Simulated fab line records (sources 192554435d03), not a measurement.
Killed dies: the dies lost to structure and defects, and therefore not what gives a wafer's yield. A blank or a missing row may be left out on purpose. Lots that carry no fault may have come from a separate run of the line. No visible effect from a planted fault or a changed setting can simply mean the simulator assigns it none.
Which tool was responsible? | flow n5-finfet | 72 wafers from 24 lots sampled at 5 of the route's 1938 steps

WHAT THE GAUGES READ, wafer by wafer
N5_DUMMY_GATE_CD_MEAS_24: the cd target is 15 nm.
lot  | measured    | on        | cd-nm (nm)
L074 | day 2 22:05 | cd-sem-02 | 14.9 15.0 14.9
L075 | day 3 06:39 | cd-sem-01 | 15.1 15.2 15.4
L076 | day 3 21:33 | cd-sem-01 | 14.9 15.4 14.8
L077 | day 4 01:35 | cd-sem-01 | 14.4 15.3 15.7
L078 | day 4 05:26 | cd-sem-01 | 14.5 14.3 15.2
L079 | day 4 09:32 | cd-sem-02 | 15.1 15.8 14.7
L080 | day 4 13:23 | cd-sem-03 | 14.6 14.9 15.0
L081 | day 4 18:39 | cd-sem-02 | 14.9 15.6 15.0
L082 | day 4 22:56 | cd-sem-02 | 15.2 14.7 15.0
L083 | day 5 08:27 | cd-sem-03 | 14.6 14.3 14.7
L084 | day 5 11:40 | cd-sem-01 | 14.2 15.0 15.0
L085 | day 5 20:41 | cd-sem-03 | 14.9 14.8 15.2
L086 | day 6 06:09 | cd-sem-02 | 15.4 15.2 15.0
L087 | day 6 11:08 | cd-sem-03 | 15.4 15.3 14.8
L088 | day 6 17:17 | cd-sem-01 | 15.1 14.6 15.4
L089 | day 6 21:09 | cd-sem-03 | 14.3 13.3 15.2
L090 | day 7 05:38 | cd-sem-02 | 15.0 14.8 15.0
L091 | day 7 12:44 | cd-sem-01 | 15.3 15.2 15.5
L092 | day 7 13:30 | cd-sem-01 | 15.3 15.0 14.7
L093 | day 7 20:33 | cd-sem-02 | 14.9 15.6 15.1
L094 | day 7 22:10 | cd-sem-03 | 15.2 15.2 15.0
L095 | day 8 05:19 | cd-sem-01 | 14.7 15.2 15.0
L096 | day 8 14:53 | cd-sem-03 | 14.6 15.1 15.3
L097 | day 8 16:49 | cd-sem-03 | 15.7 15.2 15.6

N5_SD_EPI_N_INSPECT_26: inspects for defects (darkfield).
lot  | measured    | on                | raw-defect-count
L074 | day 3 04:02 | defect-inspect-02 | 269 244 236
L075 | day 3 13:44 | defect-inspect-01 | 299 225 189
L076 | day 4 03:13 | defect-inspect-02 | 214 200 196
L077 | day 4 08:59 | defect-inspect-01 | 210 192 152
L078 | day 4 10:37 | defect-inspect-02 | 161 153 157
L079 | day 4 15:02 | defect-inspect-02 | 175 149 178
L080 | day 4 19:09 | defect-inspect-01 | 205 195 184
L081 | day 5 01:45 | defect-inspect-02 | 160 128 169
L082 | day 5 07:21 | defect-inspect-01 | 164 153 180
L083 | day 5 15:47 | defect-inspect-02 | 159 229 203
L084 | day 5 18:04 | defect-inspect-02 | 189 177 180
L085 | day 6 02:27 | defect-inspect-02 | 178 166 198
L086 | day 6 14:05 | defect-inspect-01 | 247 222 212
L087 | day 6 16:56 | defect-inspect-01 | 216 231 205
L088 | day 7 00:02 | defect-inspect-01 | 168 240 219
L089 | day 7 04:08 | defect-inspect-02 | 215 145 191
L090 | day 7 11:04 | defect-inspect-01 | 176 189 229
L091 | day 7 18:44 | defect-inspect-02 | 197 135 228
L092 | day 7 19:48 | defect-inspect-02 | 136 177 146
L093 | day 8 03:09 | defect-inspect-01 | 197 218 168
L094 | day 8 03:54 | defect-inspect-01 | 186 173 243
L095 | day 8 10:55 | defect-inspect-02 | 221 221 193
L096 | day 8 20:58 | defect-inspect-02 | 159 181 211
L097 | day 8 22:20 | defect-inspect-01 | 201 188 271

EACH LOT AND THE TOOL THAT RAN IT (in order: tool; ch and the chambers of the sampled wafers; start)
lot  | N5_DUMMY_GATE_ETCH_32           | N5_SD_EPI_N_ETCH_34               | N5_SD_EPI_N_ETCH_16
L074 | rie-si-05 ch 0,3, day 2 21:52   | rie-diel-04 ch 1,2,3, day 2 23:22 | rie-diel-04 ch 1,2,3, day 2 23:56
L075 | rie-si-05 ch 1,2, day 3 06:27   | rie-diel-04 ch 1,2,3, day 3 07:56 | rie-diel-04 ch 1,2,3, day 3 08:31
L076 | rie-si-05 ch 1,2,3, day 3 21:21 | rie-diel-02 ch 0,1, day 3 23:16   | rie-diel-02 ch 0,1, day 3 23:51
L077 | rie-si-01 ch 0,1,2, day 4 01:23 | rie-diel-04 ch 1,2, day 4 02:52   | rie-diel-04 ch 1,2, day 4 03:27
L078 | rie-si-04 ch 2,3, day 4 05:14   | rie-diel-04 ch 0,1, day 4 06:43   | rie-diel-04 ch 0,1, day 4 07:17
L079 | rie-si-04 ch 0,1,3, day 4 09:20 | rie-diel-04 ch 0,1,2, day 4 10:56 | rie-diel-04 ch 0,1,2, day 4 11:31
L080 | rie-si-04 ch 0,1,3, day 4 13:11 | rie-diel-02 ch 1,3, day 4 15:07   | rie-diel-02 ch 1,3, day 4 15:41
L081 | rie-si-04 ch 0,1,2, day 4 18:27 | rie-diel-04 ch 0,2,3, day 4 20:36 | rie-diel-04 ch 0,2,3, day 4 21:11
L082 | rie-si-05 ch 0,2, day 4 22:44   | rie-diel-04 ch 0,1,3, day 5 01:27 | rie-diel-04 ch 0,1,3, day 5 02:02
L083 | rie-si-04 ch 1,2, day 5 08:15   | rie-diel-03 ch 0,1, day 5 11:07   | rie-diel-03 ch 0,1, day 5 11:42
L084 | rie-si-01 ch 0,1,3, day 5 11:28 | rie-diel-04 ch 0,1,2, day 5 13:02 | rie-diel-04 ch 0,1,2, day 5 13:37
L085 | rie-si-01 ch 0,2,3, day 5 20:29 | rie-diel-04 ch 0,3, day 5 22:32   | rie-diel-04 ch 0,3, day 5 23:07
L086 | rie-si-04 ch 1,2,3, day 6 05:57 | rie-diel-04 ch 0,1,2, day 6 08:27 | rie-diel-04 ch 0,1,2, day 6 09:02
L087 | rie-si-01 ch 0,3, day 6 10:56   | rie-diel-03 ch 0,3, day 6 12:43   | rie-diel-03 ch 0,3, day 6 13:17
L088 | rie-si-04 ch 0,1,2, day 6 17:05 | rie-diel-04 ch 0,1,2, day 6 19:23 | rie-diel-04 ch 0,1,2, day 6 19:58
L089 | rie-si-01 ch 0,2, day 6 20:57   | rie-diel-04 ch 1,2,3, day 6 22:35 | rie-diel-04 ch 1,2,3, day 6 23:10
L090 | rie-si-05 ch 0,2, day 7 05:26   | rie-diel-02 ch 1,2,3, day 7 07:10 | rie-diel-02 ch 1,2,3, day 7 07:44
L091 | rie-si-05 ch 1,3, day 7 12:32   | rie-diel-03 ch 0,1,2, day 7 14:09 | rie-diel-03 ch 0,1,2, day 7 14:44
L092 | rie-si-01 ch 0,1,2, day 7 13:18 | rie-diel-02 ch 1,2,3, day 7 14:56 | rie-diel-02 ch 1,2,3, day 7 15:31
L093 | rie-si-01 ch 0,1,3, day 7 20:21 | rie-diel-02 ch 1,2,3, day 7 23:14 | rie-diel-02 ch 1,2,3, day 7 23:49
L094 | rie-si-04 ch 1,2, day 7 21:58   | rie-diel-04 ch 1,2,3, day 7 23:58 | rie-diel-04 ch 1,2,3, day 8 00:33
L095 | rie-si-04 ch 0,1,3, day 8 05:07 | rie-diel-04 ch 1,2, day 8 06:52   | rie-diel-04 ch 1,2, day 8 07:26
L096 | rie-si-05 ch 1,3, day 8 14:41   | rie-diel-04 ch 0,2,3, day 8 16:40 | rie-diel-04 ch 0,2,3, day 8 17:15
L097 | rie-si-01 ch 0,1,2, day 8 16:37 | rie-diel-03 ch 0,1,2, day 8 18:23 | rie-diel-03 ch 0,1,2, day 8 18:58
- N5_DUMMY_GATE_ETCH_32: etches SiO2 in CF4, target depth 3.5 nm, time 3.9 s.
- N5_SD_EPI_N_ETCH_34: etches SiARC in CF4, target depth 45.5 nm, time 75.8 s.
- N5_SD_EPI_N_ETCH_16: etches SiO2 in CHF3/O2, target depth 5 nm.

AS READ BY THE TOOLS THEMSELVES (means over the sampled wafers that have a number; for cases with no such wafer, the mark the record gives instead)
N5_DUMMY_GATE_ETCH_32.
lot  | tool      | drypump-motor-current-A (A) | oes-product-au (a.u.) | throttle-valve-pct (%)
L074 | rie-si-05 | 5.6                         | 1.019                 | 22.01
L075 | rie-si-05 | 5.9                         | 1.016                 | 21.82
L076 | rie-si-05 | 5.6                         | 0.989                 | 21.77
L077 | rie-si-01 | 5.5                         | 0.985                 | 21.90
L078 | rie-si-04 | 5.1                         | 1.038                 | 21.91
L079 | rie-si-04 | 5.2                         | 1.003                 | 21.93
L080 | rie-si-04 | 5.2                         | 1.002                 | 21.92
L081 | rie-si-04 | 5.2                         | 0.988                 | 21.76
L082 | rie-si-05 | 5.2                         | 1.007                 | 22.13
L083 | rie-si-04 | 4.9                         | 1.000                 | 21.73
L084 | rie-si-01 | 5.9                         | 0.997                 | 21.96
L085 | rie-si-01 | 5.7                         | 1.004                 | 21.65
L086 | rie-si-04 | 5.0                         | 1.013                 | 21.90
L087 | rie-si-01 | 5.9                         | 1.017                 | 21.86
L088 | rie-si-04 | 5.2                         | 0.995                 | 21.77
L089 | rie-si-01 | 5.5                         | 0.993                 | 21.81
L090 | rie-si-05 | 5.5                         | 1.037                 | 22.20
L091 | rie-si-05 | 6.0                         | 1.000                 | 21.65
L092 | rie-si-01 | 5.5                         | 0.985                 | 21.91
L093 | rie-si-01 | 5.9                         | 1.006                 | 21.95
L094 | rie-si-04 | 5.0                         | 1.004                 | 21.73
L095 | rie-si-04 | 5.2                         | 1.004                 | 21.92
L096 | rie-si-05 | 6.0                         | 1.008                 | 21.64
L097 | rie-si-01 | 5.5                         | 0.990                 | 21.92

N5_SD_EPI_N_ETCH_34.
lot  | tool        | drypump-motor-current-A (A) | etch-rf-on-time-s (s) | oes-product-au (a.u.) | rf-vpp-V (V) | showerhead-plenum-p-Torr (Torr) | throttle-valve-pct (%)
L074 | rie-diel-04 | 6.1                         | 76.6                  | 0.60                  | 183.7        | 2.12                            | 15.75
L075 | rie-diel-04 | 6.1                         | 76.0                  | 0.60                  | 183.6        | 2.12                            | 15.77
L076 | rie-diel-02 | 5.9                         | 76.5                  | 0.63                  | 184.3        | 2.16                            | 15.51
L077 | rie-diel-04 | 6.1                         | 74.8                  | 0.61                  | 183.9        | 2.09                            | 15.62
L078 | rie-diel-04 | 6.4                         | 74.7                  | 0.60                  | 183.1        | 2.08                            | 15.68
L079 | rie-diel-04 | 6.2                         | 75.8                  | 0.61                  | 183.1        | 2.06                            | 15.73
L080 | rie-diel-02 | 5.8                         | 74.0                  | 0.65                  | 184.5        | 2.17                            | 15.53
L081 | rie-diel-04 | 6.2                         | 76.3                  | 0.68                  | 183.6        | 2.09                            | 15.72
L082 | rie-diel-04 | 6.5                         | 75.0                  | 0.67                  | 183.2        | 2.11                            | 15.68
L083 | rie-diel-03 | 5.5                         | 74.3                  | 0.68                  | 183.9        | 2.15                            | 15.40
L084 | rie-diel-04 | 6.2                         | 76.5                  | 0.60                  | 183.5        | 2.06                            | 15.76
L085 | rie-diel-04 | 6.5                         | 75.9                  | 0.73                  | 184.2        | 2.14                            | 15.68
L086 | rie-diel-04 | 6.2                         | 76.0                  | 0.59                  | 182.7        | 2.06                            | 15.77
L087 | rie-diel-03 | 5.6                         | 74.3                  | 0.63                  | 183.2        | 2.10                            | 15.60
L088 | rie-diel-04 | 6.2                         | 76.1                  | 0.59                  | 184.1        | 2.05                            | 15.78
L089 | rie-diel-04 | 6.1                         | 76.5                  | 0.65                  | 184.0        | 2.11                            | 15.66
L090 | rie-diel-02 | 5.7                         | 75.7                  | 0.62                  | 184.0        | 2.18                            | 15.69
L091 | rie-diel-03 | 5.4                         | 75.3                  | 0.68                  | 183.4        | 2.15                            | 15.40
L092 | rie-diel-02 | 5.7                         | 74.6                  | 0.62                  | 184.1        | 2.18                            | 15.69
L093 | rie-diel-02 | 5.7                         | 75.0                  | 0.62                  | 185.0        | 2.18                            | 15.70
L094 | rie-diel-04 | 6.1                         | 76.7                  | 0.64                  | 183.7        | 2.11                            | 15.67
L095 | rie-diel-04 | 5.8                         | 77.4                  | 0.59                  | 182.2        | 2.05                            | 15.75
L096 | rie-diel-04 | 6.2                         | 76.0                  | 0.73                  | 184.1        | 2.16                            | 15.63
L097 | rie-diel-03 | 5.4                         | 76.5                  | 0.66                  | 183.7        | 2.15                            | 15.42

N5_SD_EPI_N_ETCH_16.
lot  | tool        | drypump-motor-current-A (A) | oes_o_777_au (a.u.) | oes-product-au (a.u.) | rf-vpp-V (V) | showerhead-plenum-p-Torr (Torr) | throttle-valve-pct (%)
L074 | rie-diel-04 | 6.1                         | 0.70                | 0.71                  | 526          | 2.39                            | 19.05
L075 | rie-diel-04 | 6.1                         | 0.70                | 0.71                  | 526          | 2.39                            | 19.04
L076 | rie-diel-02 | 5.9                         | 0.73                | 0.74                  | 538          | 2.44                            | 18.78
L077 | rie-diel-04 | 6.1                         | 0.70                | 0.71                  | 516          | 2.35                            | 18.87
L078 | rie-diel-04 | 6.4                         | 0.70                | 0.70                  | 518          | 2.35                            | 18.94
L079 | rie-diel-04 | 6.2                         | 0.71                | 0.70                  | 525          | 2.32                            | 19.00
L080 | rie-diel-02 | 5.8                         | 0.75                | 0.76                  | 534          | 2.45                            | 18.91
L081 | rie-diel-04 | 6.2                         | 0.79                | 0.80                  | 535          | 2.35                            | 19.05
L082 | rie-diel-04 | 6.5                         | 0.78                | 0.79                  | 530          | 2.38                            | 18.99
L083 | rie-diel-03 | 5.5                         | 0.79                | 0.81                  | 527          | 2.41                            | 18.62
L084 | rie-diel-04 | 6.2                         | 0.70                | 0.70                  | 525          | 2.32                            | 19.01
L085 | rie-diel-04 | 6.5                         | 0.84                | 0.86                  | 539          | 2.41                            | 19.04
L086 | rie-diel-04 | 6.2                         | 0.69                | 0.70                  | 525          | 2.31                            | 19.02
L087 | rie-diel-03 | 5.6                         | 0.73                | 0.73                  | 518          | 2.36                            | 18.87
L088 | rie-diel-04 | 6.2                         | 0.69                | 0.69                  | 524          | 2.31                            | 19.03
L089 | rie-diel-04 | 6.1                         | 0.76                | 0.77                  | 526          | 2.38                            | 18.95
L090 | rie-diel-02 | 5.7                         | 0.72                | 0.73                  | 532          | 2.47                            | 19.03
L091 | rie-diel-03 | 5.5                         | 0.80                | 0.81                  | 530          | 2.41                            | 18.64
L092 | rie-diel-02 | 5.7                         | 0.72                | 0.72                  | 532          | 2.47                            | 19.03
L093 | rie-diel-02 | 5.7                         | 0.72                | 0.73                  | 532          | 2.46                            | 19.05
L094 | rie-diel-04 | 6.1                         | 0.74                | 0.76                  | 525          | 2.37                            | 18.96
L095 | rie-diel-04 | 5.8                         | 0.68                | 0.69                  | 521          | 2.31                            | 18.99
L096 | rie-diel-04 | 6.2                         | 0.84                | 0.85                  | 536          | 2.44                            | 18.96
L097 | rie-diel-03 | 5.4                         | 0.78                | 0.79                  | 530          | 2.41                            | 18.66

THE ANSWER, worked out from the rows above alone
Rule: what is usual is taken from the lots themselves. The widest of any qualifying gaps counts: lots, ordered by their means at a reading, are off when they make up no more than a third of the lots, leave a main group of 4 or more, and stand apart from it by 3 or more times the standard deviation of that group's means. If all means in a main group match to the digits the tables above print for the reading, that group is not used. Also off: a lot with no number at a reading for which 4 or more lots have one. Any other lot the step has rows for is counted as sound. After the gauges, taken in route order, come the tools' own readings; for these a lot's mean is taken, as printed above. At the first step where some lot is off, the reading lying furthest off is the one used; lots without a number count as furthest.
None of the lots is off at any reading shown; this tells nothing.

WHAT WAS PUT IN BY THE SIMULATOR
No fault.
